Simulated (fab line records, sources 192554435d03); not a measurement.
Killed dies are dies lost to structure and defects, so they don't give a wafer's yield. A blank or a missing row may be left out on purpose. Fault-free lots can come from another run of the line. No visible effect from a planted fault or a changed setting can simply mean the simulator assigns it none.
Chamber matching    flow n5Finfet    N5_FIN_CUT_CUT_ETCH_15 on rieSi-04: 4 sister chambers
The step etches Si in HBr/Cl2/O2, target depth 100 nm, bt time 10 s, time 42.4 s. 20 wafers are shown with their chamber, then 10 later ones without.

## WAFERS WITH THEIR CHAMBER
wafer   chamber  throttleValvePct (%)  drypumpMotorCurrentA (A)  oesProductAu (a.u.)
L412.1  2        37.45                 4.9                       0.977
L412.4  0        36.80                 6.5                       1.029
L412.5  0        36.81                 6.5                       1.030
L415.2  0        36.81                 6.5                       1.026
L415.3  3        37.29                 5.8                       0.980
L415.5  1        37.58                 5.5                       1.005
L416.2  3        37.28                 5.8                       0.983
L416.3  0        36.80                 6.5                       1.023
L416.4  1        37.59                 5.5                       1.009
L417.1  1        37.58                 5.5                       1.010
L417.2  2        37.46                 4.9                       0.963
L417.5  2        37.45                 4.9                       0.981
L418.2  0        36.82                 6.4                       1.026
L418.3  2        37.46                 4.9                       0.976
L418.4  3        37.29                 5.8                       0.991
L419.3  1        37.58                 5.5                       1.009
L419.4  0        36.81                 6.5                       1.028
L419.6  0        36.81                 6.4                       1.028
L421.2  1        37.58                 5.5                       1.008
L421.4  0        36.80                 6.4                       1.028

SIGNATURES, as means of the wafers listed above
reading               chamber 0  chamber 1  chamber 2  chamber 3  scatter within a chamber
throttleValvePct      36.8075    37.5820    37.4550    37.2867    0.00611
drypumpMotorCurrentA  6.463      5.500      4.900      5.800      0.0342
oesProductAu          1.02725    1.00820    0.97425    0.98467    0.0043
Rule: for a wafer and a chamber, the distance is found by dividing, reading by reading, the gap between the wafer's reading and the chamber's mean by the reading's scatter, squaring, summing and taking the root. The wafer belongs to the nearest chamber; if the next one is less than 2 further off, it can't be placed. The scatter: the root of (the sum of the squares of (reading less its chamber's mean) over the shown wafers, divided by (wafers less chambers)).

## WAFERS MISSING THEIR CHAMBER
wafer   throttleValvePct (%)  drypumpMotorCurrentA (A)  oesProductAu (a.u.)
L421.5  37.57                 5.5                       1.007
L424.1  37.58                 5.5                       1.007
L424.5  36.81                 6.4                       1.023
L424.6  37.58                 5.5                       1.000
L425.2  37.30                 5.8                       0.991
L425.4  37.59                 5.5                       1.002
L425.6  37.59                 5.5                       1.004
L427.1  37.59                 5.5                       0.997
L427.2  37.46                 4.9                       0.979
L427.3  37.28                 5.9                       0.985

## THE CHAMBER EACH PASSED THROUGH
wafer   from the rows above  in truth
L421.5  1                    1
L424.1  1                    1
L424.5  0                    0
L424.6  1                    1
L425.2  3                    3
L425.4  1                    1
L425.6  1                    1
L427.1  1                    1
L427.2  2                    2
L427.3  3                    3
Placed correctly: 10 of 10. Can't be placed from these rows: 0. Wrongly placed: 0.
